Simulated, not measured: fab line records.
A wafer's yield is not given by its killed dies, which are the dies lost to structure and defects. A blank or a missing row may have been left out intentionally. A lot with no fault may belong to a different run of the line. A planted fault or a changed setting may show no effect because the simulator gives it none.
Problem report, 8D (eight disciplines) form, completed by code / flow n5-finfet / the parts of the form that need people (team, actions taken, sign-off) are left out

1. WHAT IS WRONG
Mean of cd-nm at N5_BEOL_M8_CD_MEAS_11: 35.5 nm over 3 wafers from 1 lot, against 38.6 nm (standard deviation 0.5) on wafers with no fault. Relative to the usual mean, that is a shift of -6.2 standard deviations.
The step: target cd 38.5 nm.
The first sign was on wafer L858.2 at day 13 23:59, on cd-sem-01. The record holds 21 wafers of 7 lots with a number at this step. Rule for "out", or "out of limits": more than 4 standard deviations from the usual mean. The rest of the wafers with a number are treated as sound.

2. WHAT IT IS AND WHAT IT IS NOT
question=which readings at this step | is=cd-nm | is not=-
question=which lots | is=L858 | is not=L847, L851, L855, L859, L861, L863
question=which wafers of those lots | is=all that have a number | is not=-
question=read on which gauges | is=cd-sem-01 | is not=cd-sem-02, cd-sem-03
question=when | is=from day 13 23:59 | is not=up to then (9 sound wafers); but 9 sound wafers of L859, L861, L863 came after

3. WHAT RULES OUT EACH SUSPECT
Counting: a tool stays on the suspect list if, at a process step up to the reading, it processed all lots that are out and no sound lot following the first of them.
- the gauge at N5_BEOL_M8_CD_MEAS_11 is ruled out. All the wafers that are out were read on cd-sem-01, but those of them that N5_BEOL_M8_EXPOSE_08 has rows for are out there too, on other tools.
- pvd-sputter-01 at N5_BEOL_M7_SURFACE_TREAT_79: kept. It ran the lot that is out, L858 (day 13 20:31), and no sound lot after that; its last sound lot up to then is L855 (day 13 01:43).
- cmp-01 at N5_BEOL_M7_CMP_52 (polishes, stops on SiCOH lowk, t overpolish 6.9 s, target thk 80 nm): ruled out as a lasting fault. The sound lots L859, L863 went through it after L858, its earliest lot that is out (day 13 21:17).
- arfi-scanner-02 at N5_BEOL_M8_EXPOSE_08 (exposes mask M8): kept. It ran the lot that is out, L858 (day 13 23:52), and no sound lot after that; its last sound lot up to then is L855 (day 13 06:02). Its own readings are out on those wafers: exposure-dose-mJ-cm2.
The count leaves arfi-scanner-02 at N5_BEOL_M8_EXPOSE_08 and pvd-sputter-01 at N5_BEOL_M7_SURFACE_TREAT_79.

4. THE CAUSE (what the simulator had put in)
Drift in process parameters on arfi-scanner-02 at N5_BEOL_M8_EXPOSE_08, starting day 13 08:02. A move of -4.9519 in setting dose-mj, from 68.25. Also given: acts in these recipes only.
This tool is one of the 2 suspects left after counting.

5. THE EFFECT CHAIN, in route order
Each row: a reading where the mean over the struck wafers with a number is more than 3 standard deviations away from the usual. Readings are gone through only where the record gives a usual standard deviation; hours: the median, over the lots, of the time from a lot's start at the first step in this table giving one to that lot's start at this step; sigmas: the change measured in usual standard deviations.
hours=0; step=N5_BEOL_M8_EXPOSE_08; reading=exposure-dose-mJ-cm2; usual=68.21; on struck wafers=64.17; change=-4.04; sigmas=-59
hours=0; step=N5_BEOL_M8_CD_MEAS_11; reading=cd-nm; usual=38.6 nm; on struck wafers=35.5; change=-3.1; sigmas=-6.2
hours=1; step=N5_BEOL_M8_CD_MEAS_18; reading=cd-nm; usual=40.1 nm; on struck wafers=37.1; change=-3.0; sigmas=-5.2
hours=55; step=N5_BEOL_M15_RC_MEAS_101; reading=SERP_M8; usual=13.6 ohm/um; on struck wafers=15.7; change=+2.1; sigmas=+4.1
hours=55; step=N5_BEOL_M15_RC_MEAS_101; reading=SERP_M8_max_site; usual=14.2 ohm/um; on struck wafers=16.8; change=+2.6; sigmas=+4.6
Here are the process steps it includes:
- N5_BEOL_M8_EXPOSE_08: exposes mask M8.

6. WHAT WOULD HAVE CAUGHT IT SOONER
16 hours passed between the start of the fault at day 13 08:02 and the first reading out of limits at a measuring or inspecting step in this record, taken at day 13 23:59.
The tool's own readings at N5_BEOL_M8_EXPOSE_08 were out on every struck wafer that the step has a row for (exposure-dose-mJ-cm2): an alarm limit on them would have fired on the first of those.
By day 13 23:59 the whole set of lots that are out, 1 in number, had already begun N5_BEOL_M8_EXPOSE_08 on arfi-scanner-02. A hold on the tool at that time would have spared none of them.
